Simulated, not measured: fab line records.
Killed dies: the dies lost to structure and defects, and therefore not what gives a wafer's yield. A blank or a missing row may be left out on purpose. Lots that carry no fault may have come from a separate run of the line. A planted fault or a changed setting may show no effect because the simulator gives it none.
Which of the tools did it? | flow n5_finfet | 28 wafers from 10 lots sampled at 4 of the route's 1938 steps

## WHAT EACH GAUGE READ, for each wafer
N5_BEOL_M12_THK_MEAS_01.
lot  | measured     | on            | M12_ILD_THK (nm)
L320 | day 11 07:37 | film_metro-02 | 653 670 666
L323 | day 11 12:47 | film_metro-02 | 661 673 678
L324 | day 11 17:38 | film_metro-02 | 657 668 661
L326 | day 12 01:01 | film_metro-02 | 645 651 663
L327 | day 12 09:49 | film_metro-01 | 651 652 661
L330 | day 13 04:01 | film_metro-01 | 642 658 641
L338 | day 15 19:34 | film_metro-01 | 658 519 665
L339 | day 15 20:24 | film_metro-01 | 522 663
L340 | day 15 23:42 | film_metro-01 | 520 533
L342 | day 16 21:56 | film_metro-02 | 662 660 665

## TOOL THAT RAN EACH LOT (tool first, then ch and the chambers of the sampled wafers, then the start)
lot  | N5_BEOL_M11_ETCH_66                | N5_BEOL_M11_PRE_CLEAN_45     | N5_BEOL_M12_ILD_DEP_00
L320 | rie_diel-06 ch 1,2,3, day 11 03:50 | pvd_sputter-03, day 11 05:26 | pecvd-03 ch 1,2, day 11 07:29
L323 | rie_diel-06 ch 0,1,2, day 11 08:02 | pvd_sputter-01, day 11 09:01 | pecvd-02 ch 0,1, day 11 12:40
L324 | rie_diel-03 ch 2,3, day 11 14:13   | pvd_sputter-02, day 11 15:44 | pecvd-02 ch 1,2, day 11 17:30
L326 | rie_diel-03 ch 0,2, day 11 21:26   | pvd_sputter-03, day 11 22:28 | pecvd-04 ch 0,1, day 12 00:53
L327 | rie_diel-03 ch 0,1,2, day 12 06:15 | pvd_sputter-01, day 12 07:20 | pecvd-04 ch 0,1, day 12 09:41
L330 | rie_diel-06 ch 0,1, day 13 00:32   | pvd_sputter-03, day 13 01:46 | pecvd-04 ch 0,1,2, day 13 03:53
L338 | rie_diel-03 ch 0,1,3, day 15 15:53 | pvd_sputter-02, day 15 17:11 | pecvd-02 ch 0,1,2, day 15 19:26
L339 | rie_diel-03 ch 0,3, day 15 16:25   | pvd_sputter-02, day 15 18:26 | pecvd-02 ch 0,2, day 15 20:19
L340 | rie_diel-01 ch 0,3, day 15 18:45   | pvd_sputter-02, day 15 21:58 | pecvd-02 ch 0,2, day 15 23:34
L342 | rie_diel-06 ch 1,2, day 16 18:59   | pvd_sputter-03, day 16 20:06 | pecvd-03 ch 0,1,2, day 16 21:50
- N5_BEOL_M11_ETCH_66: etches SOC in N2/H2, target depth 120 nm, overetch 24 nm, time 180 s.
- N5_BEOL_M11_PRE_CLEAN_45: time 30 s.
- N5_BEOL_M12_ILD_DEP_00: deposits SiOC from DEMS/O2, target thk 658.92 nm, time 130.7 s.

## THE ANSWER, worked out from the rows above alone
Rule: the usual values come from the lots themselves. The widest of any qualifying gaps counts: lots, ordered by their means at a reading, are off when they make up no more than a third of the lots, leave a main group of 4 or more, and stand apart from it by 3 or more times the standard deviation of that group's means. Not used: any main group whose means are identical at the precision the tables above print for the reading. A lot without any number at a reading at which 4 lots or more have one is off too. The other lots that the step has rows for count as sound.
Off: L338, L339, L340, seen at N5_BEOL_M12_THK_MEAS_01 (M12_ILD_THK). For the main group the mean is 659 nm and the standard deviation 7.3.
If a tool, at a process step before that reading, ran all the lots that are off and no sound lot after the first of them, it fits. Those tools and the gauges at N5_BEOL_M12_THK_MEAS_01 are tried in the same way. Can't be told from this: 3 tools fit, pvd_sputter-02 at N5_BEOL_M11_PRE_CLEAN_45, pecvd-02 at N5_BEOL_M12_ILD_DEP_00, film_metro-01 at N5_BEOL_M12_THK_MEAS_01.

## WHAT THE SIMULATOR HAD INSERTED
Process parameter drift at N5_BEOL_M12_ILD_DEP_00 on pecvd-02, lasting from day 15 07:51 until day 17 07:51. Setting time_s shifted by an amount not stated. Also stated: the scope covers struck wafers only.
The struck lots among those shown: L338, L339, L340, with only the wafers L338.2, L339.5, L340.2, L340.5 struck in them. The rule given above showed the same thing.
